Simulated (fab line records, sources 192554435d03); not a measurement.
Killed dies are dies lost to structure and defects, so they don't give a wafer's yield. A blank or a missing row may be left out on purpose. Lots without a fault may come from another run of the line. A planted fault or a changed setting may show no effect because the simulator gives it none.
fab line records | flow n5_finfet
record lots=8 wafers=24 last_day=20
route steps=1938 shown FIN_SAQP@134 FIN_CUT@165 BEOL_M4@1111 PASSIVATION@1936
lots that met no fault: from a run of the same line without faults
start_h: hours from the record's first day to the start of the lot's first wafer shown | wait_h: hours since the lot's step before | " the same as in the row above | L1.1+2: a row that stands for several wafers | - no value, or no start given | * or withheld: withheld | < > ~ a bound
route shown NAME@n: a module of which the file shows steps, and the number in the route of the first | usual: mean/standard deviation of fault-free wafers | same: alike in all rows | chamber/n: place in a boat | sites: the reading at each site | _std_site: their standard deviation | _edge_site: outer sites' mean less inner sites' | radius_mm: how far each site lies from the wafer's centre | mask NAME#n: copy n | behind: the tool/chamber that last shaped the wafer | hold: why the lot was held/for how many hours/how that ended | device: the transistor (n, p or np) that didn't switch | end of line: the same wafers' tests at the end of the route | a step without rows: its recipe alone | killed: dies lost to structure and defects at the first sort, not the wafer's yield | map: a wafer's dies, x killed, . not, _ none there
set.NAME: the setting as run; set.NAME@STEP: as run at that earlier step | model.NAME: the simulator's own value behind a step, which no gauge read
steps of the route over a sample of lots; a table a step, a row a wafer
services: from which hour (start_h, from the record's first day; less than 0 if before it) a tool's chamber was out of use, for how many hours, and why
## steps
# step N5_FIN_SAQP_ETCH_69
# recipe chemistry=N2/H2 target=SOC target_depth_a=1500 stop_on=SiNx ion_energy_ev=100 bias_w=61 pressure_mtorr=30 source_w=850 n2_flow_sccm=200 h2_flow_sccm=200
# usual bias_w=60.95/0.21 drypump_motor_current_A=5.7/0.38 n2_flow_sccm=200.0/0.61 oes_product_au=0.75/0.07 rf_fwd_power_W=844/3.4 rf_vpp_V=240.8/1.5 showerhead_plenum_p_Torr=2.55/0.1 throttle_valve_pct=17.94/0.15
# columns lot.wafer tool chamber start_h wait_h bias_w drypump_motor_current_A n2_flow_sccm oes_product_au rf_fwd_power_W rf_hours_counter_h rf_vpp_V showerhead_plenum_p_Torr throttle_valve_pct
L856.3 rie_diel-05 0 60.83 - 60.77 6.3 199.9 0.69 845 230 240.6 2.62 18.21
L856.4 " 1 " " 61.05 5.4 198.5 0.69 850 214 239.5 2.42 18.04
L856.5 " 1 " " 61.37 5.4 200.3 0.69 846 - 239.0 2.42 18.05
L857.1 rie_diel-02 0 66.73 - 61.02 5.6 199.6 0.74 846 156 239.6 2.44 17.68
L857.2 " 2 " " 61.02 5.7 199.8 0.84 842 59 242.6 2.70 17.94
L857.4 " 1 " " 60.70 5.8 200.3 0.77 841 128 242.6 2.66 17.74
L859.2 rie_diel-04 2 81.34 - 60.94 5.1 200.6 0.72 844 173 242.5 2.52 17.76
L859.3 " 0 " " 60.89 6.1 199.7 0.69 841 222 238.8 2.42 18.03
L859.4 " 2 " " 60.76 5.1 199.9 0.73 843 - 239.8 2.52 17.76
L860.4 rie_diel-02 0 85.47 - 60.92 5.6 199.7 0.72 846 162 238.6 2.44 17.69
L860.5 " 3 " " 61.13 5.6 199.2 0.79 841 - 239.0 2.45 17.94
L860.6 " 2 " " 60.60 5.7 200.5 0.83 842 - 242.7 2.69 17.94
L861.1 rie_diel-02 0 91.62 - 61.19 5.6 200.4 0.73 849 164 239.5 2.44 17.69
L861.2 " 2 " " 60.73 5.7 201.0 0.83 845 66 241.9 2.69 17.94
L861.6 " 1 " " 61.13 5.8 200.6 0.76 841 - 240.9 2.66 17.76
L862.3 rie_diel-02 2 99.91 - 60.85 5.7 200.6 0.83 845 69 242.2 2.69 17.94
L862.5 " 3 " " 60.40 5.6 200.2 0.79 850 - 238.1 2.45 17.95
L862.6 " 2 " " 60.75 5.7 199.8 0.83 842 - 243.7 2.69 17.96
L871.4 rie_diel-05 3 150.56 - 60.83 6.6 200.9 0.71 848 181 241.2 2.63 17.90
L871.5 " 2 " " 60.49 5.7 200.5 0.70 837 - 241.0 2.62 18.10
L871.6 " 3 " " 60.69 6.6 199.9 0.71 846 - 241.1 2.63 17.89
L873.3 rie_diel-02 2 163.91 - 61.32 5.7 199.8 0.79 846 92 242.8 2.68 18.00
L873.4 " 0 " " 60.93 5.6 200.4 0.72 846 187 238.8 2.43 17.74
L873.5 " 1 " " 60.76 5.7 201.0 0.74 835 - 241.6 2.64 17.79
# step N5_FIN_SAQP_SPACER2_ETCHBACK_29
# recipe chemistry=CHF3/O2 mode=anisotropic_etchback target=SiO2 target_depth_a=122 time_s=6.1 pressure_mtorr=30 source_w=650 bias_w=170 Ar_flow_sccm=200 CHF3_flow_sccm=50 O2_flow_sccm=5 ion_energy_ev=200
# usual bias_w=170.0/0.53 drypump_motor_current_A=5.7/0.41 oes_product_au=0.75/0.066 rf_fwd_power_W=646.0/2.4 rf_vpp_V=524/5.5 showerhead_plenum_p_Torr=2.42/0.091 throttle_valve_pct=18.99/0.13
# columns lot.wafer tool chamber start_h wait_h bias_w drypump_motor_current_A oes_product_au rf_fwd_power_W rf_hours_counter_h rf_vpp_V showerhead_plenum_p_Torr throttle_valve_pct
L856.3 rie_diel-04 2 61.61 0.3 169.6 5.1 0.73 641.3 166 519 2.40 18.96
L856.4 " 2 " " 169.7 5.1 0.74 646.1 - 520 2.40 18.95
L856.5 " 3 " " 169.8 5.1 0.73 647.6 - 527 2.48 19.00
L857.1 rie_diel-05 3 67.67 0.3 170.0 6.6 0.74 646.3 147 523 2.51 18.97
L857.2 " 1 " " 171.2 5.4 0.68 649.8 216 517 2.30 18.98
L857.4 " 0 " " 169.7 6.3 0.70 645.2 233 536 2.47 19.14
L859.2 rie_diel-05 3 81.98 0.2 170.5 6.6 0.73 647.0 152 523 2.51 18.97
L859.3 " 1 " " 169.4 5.4 0.69 645.4 222 516 2.29 18.99
L859.4 " 2 " " 170.9 5.7 0.72 645.3 189 518 2.49 19.26
L860.4 rie_diel-02 0 86.13 0.2 168.8 5.6 0.73 642.5 162 526 2.32 18.83
L860.5 " 3 " " 169.8 5.6 0.80 648.3 - 522 2.33 19.02
L860.6 " 0 " " 169.3 5.6 0.73 645.2 - 527 2.32 18.83
L861.1 rie_diel-05 1 93.85 0.2 169.8 5.4 0.68 652.1 226 513 2.29 19.00
L861.2 " 3 " " 169.6 6.6 0.74 646.1 157 521 2.50 18.97
L861.6 " 2 " " 170.6 5.7 0.72 645.8 - 518 2.49 19.24
L862.3 rie_diel-04 3 101.33 0.3 170.3 5.1 0.71 648.6 205 525 2.48 19.01
L862.5 " 2 " " 169.8 5.1 0.72 645.0 - 520 2.40 18.96
L862.6 " 1 " " 169.7 5.6 0.96 645.2 - 524 2.36 18.97
L871.4 rie_diel-04 1 151.19 0.2 170.8 5.6 0.92 643.4 29 524 2.36 19.00
L871.5 " 2 " " 171.0 5.1 0.70 646.6 - 520 2.39 19.01
L871.6 " 3 " " 170.0 5.1 0.71 648.6 - 526 2.47 19.05
L873.3 rie_diel-05 0 164.54 0.2 169.9 6.3 0.94 643.8 11 537 2.46 18.75
L873.4 " 3 " " 169.2 6.7 0.72 645.9 - 521 2.49 19.01
L873.5 " 0 " " 169.8 6.3 0.93 646.4 - 537 2.46 18.78
# step N5_FIN_SAQP_HM_CD_35
# recipe target_cd_nm=8 polarity=line
# usual cd_nm=8.12/0.21
# columns lot.wafer tool chamber start_h wait_h cd_nm
L856.3 cd_sem-01 - 62.13 0.1 8.15
L856.4 " - " " 8.28
L856.5 " - " " 8.16
L857.1 cd_sem-03 - 68.15 0.1 8.30
L857.2 " - " " 8.69
L857.4 " - " " 7.99
L859.2 cd_sem-03 - 82.44 0.1 8.00
L859.3 " - " " 8.32
L859.4 " - " " 8.29
L860.4 cd_sem-03 - 86.60 0.0 8.65
L860.5 " - " " 8.21
L860.6 " - " " 7.99
L861.1 cd_sem-02 - 94.31 0.1 8.03
L861.2 " - " " 8.10
L861.6 " - " " 8.26
L862.3 cd_sem-03 - 101.83 0.1 8.04
L862.5 " - " " 8.20
L862.6 " - " " 7.86
L871.4 cd_sem-01 - 151.72 0.0 8.08
L871.5 " - " " 7.66
L871.6 " - " " 8.00
L873.3 cd_sem-02 - 165.01 0.1 7.94
L873.4 " - " " 8.36
L873.5 " - " " 8.00
# step N5_FIN_SAQP_CD_MEAS_37
# recipe target_cd_nm=8 polarity=line
# usual cd_nm=8.12/0.24
# columns lot.wafer tool chamber start_h wait_h cd_nm
L856.3 cd_sem-01 - 62.32 0.1 7.79
L856.4 " - " " 7.95
L856.5 " - " " 8.24
L857.1 cd_sem-01 - 68.34 0.1 8.21
L857.2 " - " " 8.41
L857.4 " - " " 7.68
L859.2 cd_sem-03 - 82.63 0.1 8.19
L859.3 " - " " 8.24
L859.4 " - " " 8.04
L860.4 cd_sem-02 - 86.79 0.1 8.28
L860.5 " - " " 8.37
L860.6 " - " " 8.10
L861.1 cd_sem-03 - 94.50 0.1 7.98
L861.2 " - " " 7.98
L861.6 " - " " 7.84
L862.3 cd_sem-02 - 102.02 0.1 7.98
L862.5 " - " " 8.42
L862.6 " - " " 8.34
L871.4 cd_sem-03 - 151.91 0.0 8.15
L871.5 " - " " 8.02
L871.6 " - " " 8.07
L873.3 cd_sem-02 - 165.20 0.1 8.06
L873.4 " - " " 8.48
L873.5 " - " " 8.15
# step N5_FIN_SAQP_INSPECT_40
# recipe inspect_instrument=brightfield mode=aei
# usual raw_defect_count=219/60
# columns lot.wafer tool chamber start_h wait_h raw_defect_count
L856.3 defect_inspect-02 - 62.47 0.0 128
L856.4 " - " " 167
L856.5 " - " " 186
L857.1 defect_inspect-01 - 68.47 0.0 194
L857.2 " - " " 222
L857.4 " - " " 254
L859.2 defect_inspect-01 - 82.75 0.0 615
L859.3 " - " " 494
L859.4 " - " " 528
L860.4 defect_inspect-02 - 86.91 0.0 295
L860.5 " - " " 169
L860.6 " - " " 199
L861.1 defect_inspect-01 - 94.63 0.0 493
L861.2 " - " " 487
L861.6 " - " " 601
L862.3 defect_inspect-02 - 102.14 0.0 139
L862.5 " - " " 204
L862.6 " - " " 229
L871.4 defect_inspect-02 - 152.03 0.0 180
L871.5 " - " " 217
L871.6 " - " " 280
L873.3 defect_inspect-02 - 165.32 0.0 250
L873.4 " - " " 205
L873.5 " - " " 324
# step N5_FIN_CUT_INSPECT_10
# recipe mode=adi inspect_instrument=brightfield
# usual raw_defect_count=41/11
# columns lot.wafer tool chamber start_h wait_h raw_defect_count
L856.3 defect_inspect-02 - 63.08 0.0 30
L856.4 " - " " 36
L856.5 " - " " 29
L857.1 defect_inspect-02 - 68.86 0.1 41
L857.2 " - " " 38
L857.4 " - " " 48
L859.2 defect_inspect-01 - 83.15 0.0 356
L859.3 " - " " 325
L859.4 " - " " 331
L860.4 defect_inspect-01 - 87.30 0.0 52
L860.5 " - " " 32
L860.6 " - " " 52
L861.1 defect_inspect-01 - 95.02 0.1 318
L861.2 " - " " 344
L861.6 " - " " 404
L862.3 defect_inspect-01 - 102.53 0.0 24
L862.5 " - " " 37
L862.6 " - " " 33
L871.4 defect_inspect-01 - 152.43 0.0 30
L871.5 " - " " 38
L871.6 " - " " 45
L873.3 defect_inspect-01 - 165.84 0.0 44
L873.4 " - " " 52
L873.5 " - " " 65
# step N5_BEOL_M4_RC_MEAS_101
# usual DIBL_N=36.3/1.1 DIBL_P=36.3/1.4 IOFF_N=0.155/0.019 IOFF_P=0.211/0.027 ION_N=672/8.5 ION_P=462/5.8 SS_N=71.5/0.56 SS_P=73.3/0.52 VT_N=249.9/2.5 VT_P=-249.8/2.8
# columns lot.wafer tool chamber start_h wait_h DIBL_N[mV/V] DIBL_P[mV/V] IOFF_N[nA/um] IOFF_P[nA/um] ION_N[uA/um] ION_P[uA/um] SS_N[mV/dec] SS_P[mV/dec] VT_N[mV] VT_P[mV]
L856.3 prober-01 0 257.20 0.3 38.0 36.8 0.165 0.207 667 454 71.7 73.4 248.1 -253.2
L856.4 " 0 " " 37.0 36.1 0.151 0.196 676 456 70.8 72.4 249.1 -252.9
L856.5 " 0 " " 37.8 36.5 0.166 0.200 680 455 71.3 73.5 249.3 -253.1
L857.1 prober-02 0 289.57 0.0 36.7 37.0 0.177 0.217 689 466 71.6 74.0 250.4 -248.3
L857.2 " 0 " " 37.7 37.7 0.182 0.223 677 459 72.3 73.2 245.9 -247.1
L857.4 " 0 " " 36.1 34.9 0.156 0.183 670 456 71.0 73.2 249.7 -251.6
L859.2 prober-02 0 311.20 0.2 35.9 36.0 0.138 0.162 662 451 71.5 73.4 250.9 -255.3
L859.3 " 0 " " 35.7 35.8 0.138 0.165 671 455 71.1 72.9 253.8 -253.9
L859.4 " 0 " " 35.2 35.6 0.128 0.158 668 456 70.8 72.3 255.3 -256.4
L860.4 prober-02 0 322.57 0.5 36.8 35.7 0.137 0.201 677 467 70.4 72.5 250.5 -250.7
L860.5 " 0 " " 37.9 37.1 0.163 0.222 675 468 71.6 73.2 249.0 -246.1
L860.6 " 0 " " 37.7 37.4 0.156 0.216 672 461 71.7 74.0 248.3 -251.8
L861.1 prober-01 0 324.10 0.0 37.2 36.9 0.151 0.183 670 455 71.2 73.8 251.3 -253.2
L861.2 " 0 " " 38.5 38.1 0.178 0.206 664 452 72.3 73.0 250.4 -249.8
L861.6 " 0 " " 36.4 36.1 0.139 0.181 658 447 71.2 73.0 253.2 -252.0
L862.3 prober-01 0 335.78 0.3 34.7 33.6 0.137 0.184 666 458 70.4 72.8 250.3 -251.3
L862.5 " 0 " " 36.8 35.7 0.175 0.211 667 453 71.2 73.8 248.7 -250.6
L862.6 " 0 " " 35.3 34.6 0.146 0.197 665 458 70.7 73.1 248.0 -250.7
L873.3 prober-02 0 364.69 0.3 37.2 36.6 0.171 0.241 678 467 72.2 73.7 251.6 -246.2
L873.4 " 0 " " 38.7 36.8 0.196 0.250 671 461 72.8 73.2 246.3 -246.9
L873.5 " 0 " " 37.2 35.6 0.161 0.223 674 464 71.9 73.3 247.5 -249.5
L871.4 prober-01 0 368.66 0.5 34.9 37.6 0.168 0.241 668 470 70.4 73.3 247.3 -247.3
L871.5 " 0 " " 34.3 36.8 0.150 0.235 673 472 71.7 73.1 249.5 -244.4
L871.6 " 0 " " 34.9 36.6 0.157 0.232 665 465 71.8 72.6 251.7 -248.7
# step N5_PASSIVATION_PROBE_49
# usual defect_limited_yield=91.4/1.2 killed_at_M0_to_M3=34/10 killed_at_M4_up=14/5.1 killed_at_contacts=12/6.4 killed_at_front_end=38/9.3 killed_at_other=4/3 killed_dies=102/15 killed_open=67/12 killed_short=33/6.9 sort_bin_5_function=5.0/0.86 sort_bin_6_memory=3.2/0.58 sort_n_pass=1078/15 sort_yield_pct=91.4/1.2
# same gross_dies=1180 killed_at_back_side=0 sort_bin_4_leakage[%]=0 sort_bin_8_speed[%]=0
# columns lot.wafer tool chamber start_h wait_h defect_limited_yield[%] killed_at_M0_to_M3 killed_at_M4_up killed_at_contacts killed_at_front_end killed_at_other killed_dies killed_open killed_short sort_bin_5_function[%] sort_bin_6_memory[%] sort_n_pass sort_yield_pct[%]
L859.2 prober-02 - 422.24 0.4 88.1 36 13 6 81 5 141 55 24 7.2 3.6 1039 88.1
L859.3 prober-02 - 422.29 0.5 84.8 22 23 8 120 6 179 48 29 9.9 3.7 1001 84.8
L859.4 prober-02 - 422.34 0.5 84.7 26 15 11 126 3 181 54 26 10.3 3.6 999 84.7
L861.1 prober-01 - 435.03 0.0 82.6 42 18 18 124 3 205 66 35 11.5 4.5 975 82.6
L861.2 prober-01 - 435.08 0.1 87.5 34 10 15 84 4 147 66 24 7.3 4.0 1033 87.5
L861.6 prober-01 - 435.28 0.3 81.8 34 18 9 152 2 215 68 38 12.2 4.7 965 81.8
# killed by level:class
L859.2 FIN_SAQP:unspecified=61 BEOL_M2:geometric_particle:open=10 BEOL_M0_SAQP:geometric_particle:short=8 BEOL_M0_SAQP:geometric_particle:open=6 MOL_CONTACT_COAG:geometric_particle:open=5 BEOL_M1:geometric_particle:open=5 BEOL_M3:geometric_particle:open=4 BEOL_M4:geometric_particle:open=4
L859.3 FIN_SAQP:unspecified=100 MOL_CONTACT_COAG:geometric_particle:open=7 BEOL_M0_SAQP:geometric_particle:short=7 BEOL_M0_SAQP:geometric_particle:open=6 BEOL_M4:geometric_particle:open=6 BEOL_M5:geometric_particle:open=6 BEOL_M3:geometric_particle:open=5 FIN_SAQP:geometric_particle:open=4
L859.4 FIN_SAQP:unspecified=98 MOL_CONTACT_COAG:geometric_particle:open=10 FIN_SAQP:geometric_particle:short=8 BEOL_M0_SAQP:geometric_particle:open=8 FIN_SAQP:geometric_particle:open=5 BEOL_M3:geometric_particle:open=5 BEOL_M0_SAQP:geometric_particle:short=4 BEOL_M4:geometric_particle:open=4
L861.1 FIN_SAQP:unspecified=102 MOL_CONTACT_COAG:geometric_particle:open=16 BEOL_M0_SAQP:geometric_particle:short=15 BEOL_M0_SAQP:geometric_particle:open=12 BEOL_M4:geometric_particle:open=8 BEOL_M1:geometric_particle:open=6 BEOL_M3:geometric_particle:open=6 FIN_SAQP:geometric_particle:short=4
L861.2 FIN_SAQP:unspecified=57 MOL_CONTACT_COAG:geometric_particle:open=11 BEOL_M2:geometric_particle:open=10 BEOL_M0_SAQP:geometric_particle:open=7 BEOL_M3:geometric_particle:open=7 BEOL_M1:geometric_particle:open=7 FIN_SAQP:geometric_particle:open=5 FIN_SAQP:geometric_particle:short=5
L861.6 FIN_SAQP:unspecified=107 FIN_SAQP:geometric_particle:short=13 BEOL_M4:geometric_particle:open=10 BEOL_M0_SAQP:geometric_particle:open=9 FIN_SAQP:geometric_particle:open=8 MOL_CONTACT_COAG:geometric_particle:open=8 BEOL_M0_SAQP:geometric_particle:short=6 BEOL_M1:geometric_particle:open=6
## services
# columns tool chamber start_h hours kind
rie_diel-04 1 54.35 - clean
rie_diel-04 1 54.35 - consumable_replace:focus_ring
rie_diel-04 1 54.35 18.2 scheduled_down
rie_diel-04 1 54.35 18.2 vent_cycle
rie_diel-04 3 81.15 6.9 repair
rie_diel-05 0 113.99 - clean
rie_diel-05 0 113.99 - consumable_replace:focus_ring
rie_diel-05 0 113.99 24.4 scheduled_down
rie_diel-05 0 113.99 24.4 vent_cycle
rie_diel-05 1 126.71 2.8 repair
rie_diel-05 2 144.20 3.8 repair
rie_diel-04 0 157.01 - clean
rie_diel-04 0 157.01 - consumable_replace:focus_ring
rie_diel-04 0 157.01 - consumable_replace:showerhead
rie_diel-04 0 157.01 20.0 scheduled_down
rie_diel-04 0 157.01 20.0 vent_cycle
rie_diel-05 1 157.39 - clean
rie_diel-05 1 157.39 - consumable_replace:focus_ring
rie_diel-05 1 157.39 - consumable_replace:showerhead
rie_diel-05 1 157.39 18.2 scheduled_down
rie_diel-05 1 157.39 18.2 vent_cycle
## key
first_sign step=N5_FIN_SAQP_INSPECT_40 reading=raw_defect_count direction=up sigmas=5.3 usual=219 struck=536
effect step=N5_FIN_CUT_INSPECT_10 reading=raw_defect_count direction=up sigmas=29 usual=41 struck=346
effect step=N5_PASSIVATION_PROBE_49 reading=killed_at_front_end direction=up sigmas=8.2 usual=38 struck=114
more_kills_born_at N5_FIN_SAQP_SPACER2_ETCHBACK_29@rie_diel-05=525
met_at N5_FIN_SAQP_SPACER2_ETCHBACK_29
struck_lots L859,L861
not_acting_at N5_FIN_SAQP_ETCH_69,N5_FIN_SAQP_HM_CD_35,N5_FIN_SAQP_CD_MEAS_37
onset_between 67.67 81.98
fault kind=chamber_particle_source tool=rie_diel-05 chamber=- onset_h=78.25 steps=N5_FIN_SAQP_SPACER2_ETCHBACK_29 rate_per_visit_cm2=0.4659 end_h=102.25
